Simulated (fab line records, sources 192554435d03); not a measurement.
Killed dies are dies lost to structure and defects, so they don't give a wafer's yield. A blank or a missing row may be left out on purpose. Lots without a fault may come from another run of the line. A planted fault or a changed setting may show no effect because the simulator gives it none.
Chamber matching | flow n5_finfet | N5_BEOL_M8_PECVD_70 on pecvd-02: 3 sister chambers
The step deposits SiO2 from TEOS/O2, target thk 20 nm, time 22.7 s. 6 wafers are shown with their chamber, then 10 later ones without.

WAFERS WITH THEIR CHAMBER
wafer  | chamber | showerhead_plenum_p_Torr (Torr) | throttle_valve_pct (%)
L078.3 | 0       | 8.74                            | 22.5
L080.4 | 0       | 8.74                            | 22.4
L082.1 | 1       | 8.82                            | 23.6
L082.4 | 2       | 8.72                            | 22.4
L085.1 | 2       | 8.74                            | 22.8
L085.2 | 1       | 8.83                            | 23.4

WAFERS WITHOUT THEIR CHAMBER
wafer  | showerhead_plenum_p_Torr (Torr) | throttle_valve_pct (%)
L085.6 | 8.72                            | 21.9
L089.2 | 8.80                            | 23.6
L089.5 | 8.74                            | 22.6
L089.6 | 8.82                            | 23.7
L092.1 | 8.76                            | 22.8
L092.2 | 8.82                            | 23.7
L092.5 | 8.76                            | 22.5
L096.1 | 8.73                            | 22.8
L096.3 | 8.82                            | 23.3
L096.5 | 8.73                            | 22.6

WHICH CHAMBER EACH WENT THROUGH
wafer  | from the rows above     | in truth
L085.6 | can't be placed: 0 or 2 | 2
L089.2 | 1                       | 1
L089.5 | can't be placed: 0 or 2 | 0
L089.6 | 1                       | 1
L092.1 | can't be placed: 0 or 2 | 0
L092.2 | 1                       | 1
L092.5 | can't be placed: 0 or 2 | 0
L096.1 | can't be placed: 2 or 0 | 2
L096.3 | 1                       | 1
L096.5 | can't be placed: 2 or 0 | 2
Placed correctly: 4 of 10. Can't be placed from these rows: 6 (the true chamber is among the candidates in 6). Placed wrongly: 0.
How it was worked out, from the rows above alone: a wafer's distance from a chamber is the root of the sum, over the readings, of the square of ((its reading less the chamber's mean) divided by the reading's scatter). The wafer belongs to the nearest chamber; if the next one is less than 2 further off, it can't be placed. A chamber's mean is the mean of its shown wafers. The scatter: the root of (the sum of the squares of (reading less its chamber's mean) over the shown wafers, divided by (wafers less chambers)).
